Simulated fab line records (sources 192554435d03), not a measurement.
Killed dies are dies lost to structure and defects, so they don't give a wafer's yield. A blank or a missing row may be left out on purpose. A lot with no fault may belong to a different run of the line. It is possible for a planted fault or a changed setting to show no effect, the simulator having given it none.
One fault through the eyes of 3 desks || flow n5Finfet || every desk sees just its own numbers, and what lay behind them comes last

## THE DEFECT DESK
What the inspections along the route counted, lot by lot: means of the sampled wafers that have a number. Marked OUT: a lot whose mean sits more than 4 standard deviations from the usual mean, which makes it out of limits; the brackets give that distance.
Columns: A = rawDefectCount at N5_WELL_APT_INSPECT_10, usual 2.2; B = rawDefectCount at N5_PMOS_HMC_CHANNEL_EPI_INSPECT_11, usual 2.0
{"lot": "L431", "first seen here": "day 2 07:52", "A": 3.3, "B": 3.3}
{"lot": "L432", "first seen here": "day 2 13:45", "A": 2.7, "B": 3.7}
{"lot": "L433", "first seen here": "day 2 19:44", "A": 1.7, "B": 2.0}
{"lot": "L435", "first seen here": "day 3 07:37", "A": 1.7, "B": 2.7}
{"lot": "L439", "first seen here": "day 4 07:37", "A": 2.0, "B": 3.3}
{"lot": "L440", "first seen here": "day 4 14:23", "A": 1.0, "B": 0.7}
{"lot": "L445", "first seen here": "day 5 19:46", "A": 1.0, "B": 2.0}
{"lot": "L448", "first seen here": "day 6 15:31", "A": 2.0, "B": 0.7}
{"lot": "L449", "first seen here": "day 6 19:49", "A": 2.3, "B": 1.0}
{"lot": "L450", "first seen here": "day 7 01:47", "A": 2.3, "B": 3.7}
This desk's verdict: no lot among the 10 shows anything out of limits.

## THE TOOL OWNER'S DESK: epiRpcvd-04
The tool's own readings at N5_WELL_APT_EPI_41 (deposits Si from SiH4/H2, target thk 50 nm, time 297.7 s): means of the sampled wafers that have a number, for each lot that ran on this tool. Marked OUT: a lot whose mean sits more than 4 standard deviations from the usual mean, which makes it out of limits; the brackets give that distance.
Columns: A = runLengthS at N5_WELL_APT_EPI_41, usual 358 s; B = susceptorTempC at N5_WELL_APT_EPI_41, usual 650.1 C; C = throttleValvePct at N5_WELL_APT_EPI_41, usual 11.6 %
{"lot": "L431", "first seen here": "day 2 10:19", "A": 357, "B": 649.8, "C": 11.8}
{"lot": "L433", "first seen here": "day 2 22:03", "A": 357, "B": 650.2, "C": 11.5}
{"lot": "L435", "first seen here": "day 3 10:17", "A": 357, "B": 649.8, "C": 11.7}
{"lot": "L439", "first seen here": "day 4 10:20", "A": "322 (-12) OUT", "B": 649.6, "C": 11.5}
{"lot": "L440", "first seen here": "day 4 16:53", "A": "306 (-17) OUT", "B": "-", "C": 11.8}
{"lot": "L445", "first seen here": "day 5 22:13", "A": "341 (-5.8) OUT", "B": 650.4, "C": 11.7}
This desk's finding: out of limits on L439, L440, L445; first on L439, day 4 10:20 (runLengthS at N5_WELL_APT_EPI_41). L431, L433, L435: within limits.

## METROLOGY DESK
What the gauges read for every lot (on any tool): the sampled wafers with a number, averaged. Marked OUT: a lot whose mean sits more than 4 standard deviations from the usual mean, which makes it out of limits; the brackets give that distance. Of its 13 readings 7 are shown: the one that was out of limits first, and those that lie furthest out on some lot.
Columns: A = CJ_N at N5_BEOL_M4_RC_MEAS_101, usual 4.30; B = CJ_P at N5_BEOL_M4_RC_MEAS_101, usual 5.83; C = IOFF_N at N5_BEOL_M4_RC_MEAS_101, usual 0.16 nA/um; D = IOFF_P at N5_BEOL_M4_RC_MEAS_101, usual 0.21 nA/um; E = RS_PWELL at N5_BEOL_M4_RC_MEAS_101, usual 3010 ohm/sq; F = SS_N at N5_BEOL_M4_RC_MEAS_101, usual 71.6 mV/dec; G = VT_P at N5_BEOL_M4_RC_MEAS_101, usual -250.5 mV
{"lot": "L431", "first seen here": "day 8 21:33", "A": 4.26, "B": 5.87, "C": 0.16, "D": 0.20, "E": 3023, "F": 71.5, "G": -252.0}
{"lot": "L433", "first seen here": "day 9 02:56", "A": 4.23, "B": 5.93, "C": 0.12, "D": 0.17, "E": 2990, "F": 70.3, "G": -252.8}
{"lot": "L432", "first seen here": "day 9 07:25", "A": 4.39, "B": 5.55, "C": 0.21, "D": 0.26, "E": 3016, "F": 71.9, "G": -248.9}
{"lot": "L435", "first seen here": "day 10 07:19", "A": 4.31, "B": 5.65, "C": 0.16, "D": 0.21, "E": 3000, "F": 72.5, "G": -249.6}
{"lot": "L440", "first seen here": "day 11 17:28", "A": "4.93 (+8.1) OUT", "B": "4.65 (-5.9) OUT", "C": 0.19, "D": 0.27, "E": "3137 (+6.0) OUT", "F": 72.0, "G": -247.5}
{"lot": "L439", "first seen here": "day 11 20:26", "A": "4.64 (+4.4) OUT", "B": 5.33, "C": 0.15, "D": 0.23, "E": 3092, "F": 71.0, "G": -247.1}
{"lot": "L445", "first seen here": "day 12 16:20", "A": 4.49, "B": 5.27, "C": 0.15, "D": 0.19, "E": 3037, "F": 71.6, "G": -252.1}
{"lot": "L449", "first seen here": "day 13 09:34", "A": 4.26, "B": 6.07, "C": 0.18, "D": 0.23, "E": 3009, "F": 71.3, "G": -248.0}
{"lot": "L448", "first seen here": "day 13 10:04", "A": 4.37, "B": 5.75, "C": 0.16, "D": 0.22, "E": 3016, "F": 71.7, "G": -252.9}
{"lot": "L450", "first seen here": "day 13 21:25", "A": 4.34, "B": 5.68, "C": 0.22, "D": 0.27, "E": 3031, "F": 72.1, "G": -245.0}
This desk finds L439, L440 out of limits, with the earliest case on L440 at day 11 17:28 (CJ_N at N5_BEOL_M4_RC_MEAS_101). L431, L433, L432, L435, L445, L449, L448, L450: within limits.

## TAKEN TOGETHER
At day 4 10:20, on L439, L440, L445, the tool owner's desk was in a position to raise an alarm.
An alarm was possible from the metrology desk at day 11 17:28, on L439, L440.
Nothing out of limits was seen by the defect desk.
The defect desk has L439, L440, L445 on record, within its limits.
The metrology desk holds a record of L445, inside its limits.
The lots listed all ran N5_WELL_APT_EPI_41 on epiRpcvd-04.

## WHAT HAD BEEN PUT IN BY THE SIMULATOR
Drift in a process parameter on epiRpcvd-04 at N5_WELL_APT_EPI_41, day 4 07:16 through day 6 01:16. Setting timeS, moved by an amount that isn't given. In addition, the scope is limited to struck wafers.
Struck lots among those shown: L439, L440, L445.
Delay (hours) between the fault's onset and each desk's first out-of-limits reading: 3 at the tool owner's desk, 178 at the metrology desk.
